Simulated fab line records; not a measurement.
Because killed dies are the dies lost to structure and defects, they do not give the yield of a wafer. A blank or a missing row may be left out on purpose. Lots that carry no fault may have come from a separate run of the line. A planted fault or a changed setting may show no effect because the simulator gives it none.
Chamber matching || flow n5_finfet || N5_BEOL_M0_SAQP_ETCH_102 on rie_si-03 has 4 sister chambers
The step etches SiO2 in CF4, target depth 4 nm, time 4.4 s. 8 wafers are shown with their chamber, then 7 later ones without.

## EACH WAFER AND ITS CHAMBER
{"wafer": "L074.3", "chamber": 1, "throttle_valve_pct (%)": 21.42, "oes_product_au (a.u.)": 1.028}
{"wafer": "L077.3", "chamber": 0, "throttle_valve_pct (%)": 21.36, "oes_product_au (a.u.)": 1.005}
{"wafer": "L077.4", "chamber": 2, "throttle_valve_pct (%)": 21.69, "oes_product_au (a.u.)": 0.986}
{"wafer": "L078.4", "chamber": 2, "throttle_valve_pct (%)": 21.69, "oes_product_au (a.u.)": 0.987}
{"wafer": "L078.5", "chamber": 3, "throttle_valve_pct (%)": 22.10, "oes_product_au (a.u.)": 1.015}
{"wafer": "L078.6", "chamber": 0, "throttle_valve_pct (%)": 21.36, "oes_product_au (a.u.)": 1.000}
{"wafer": "L083.3", "chamber": 1, "throttle_valve_pct (%)": 21.43, "oes_product_au (a.u.)": 1.026}
{"wafer": "L083.4", "chamber": 3, "throttle_valve_pct (%)": 22.06, "oes_product_au (a.u.)": 1.007}

## WAFERS MISSING THEIR CHAMBER
{"wafer": "L083.5", "throttle_valve_pct (%)": 21.44, "oes_product_au (a.u.)": 1.018}
{"wafer": "L085.2", "throttle_valve_pct (%)": 21.44, "oes_product_au (a.u.)": 1.024}
{"wafer": "L085.4", "throttle_valve_pct (%)": 22.06, "oes_product_au (a.u.)": 1.015}
{"wafer": "L085.5", "throttle_valve_pct (%)": 21.41, "oes_product_au (a.u.)": 1.027}
{"wafer": "L089.2", "throttle_valve_pct (%)": 21.41, "oes_product_au (a.u.)": 1.025}
{"wafer": "L089.3", "throttle_valve_pct (%)": 21.69, "oes_product_au (a.u.)": 0.980}
{"wafer": "L089.6", "throttle_valve_pct (%)": 21.70, "oes_product_au (a.u.)": 0.991}

## CHAMBER TAKEN BY EACH
{"wafer": "L083.5", "from the rows above": 1, "in truth": 1}
{"wafer": "L085.2", "from the rows above": 1, "in truth": 1}
{"wafer": "L085.4", "from the rows above": 3, "in truth": 3}
{"wafer": "L085.5", "from the rows above": 1, "in truth": 1}
{"wafer": "L089.2", "from the rows above": 1, "in truth": 1}
{"wafer": "L089.3", "from the rows above": 2, "in truth": 2}
{"wafer": "L089.6", "from the rows above": 2, "in truth": 2}
Correct placement for 7 of the 7. Number that these rows cannot place: 0. Placed wrongly: 0.
How it was worked out, from the rows above alone: a wafer's distance from a chamber is the root of the sum, over the readings, of the square of ((its reading less the chamber's mean) divided by the reading's scatter). The wafer belongs to the nearest chamber; if the next one is less than 2 further off, it can't be placed. The mean given for a chamber averages the wafers shown for that chamber. The scatter: take each reading less its chamber's mean, square it, sum over the shown wafers, divide by the number of wafers less the number of chambers, and take the root.
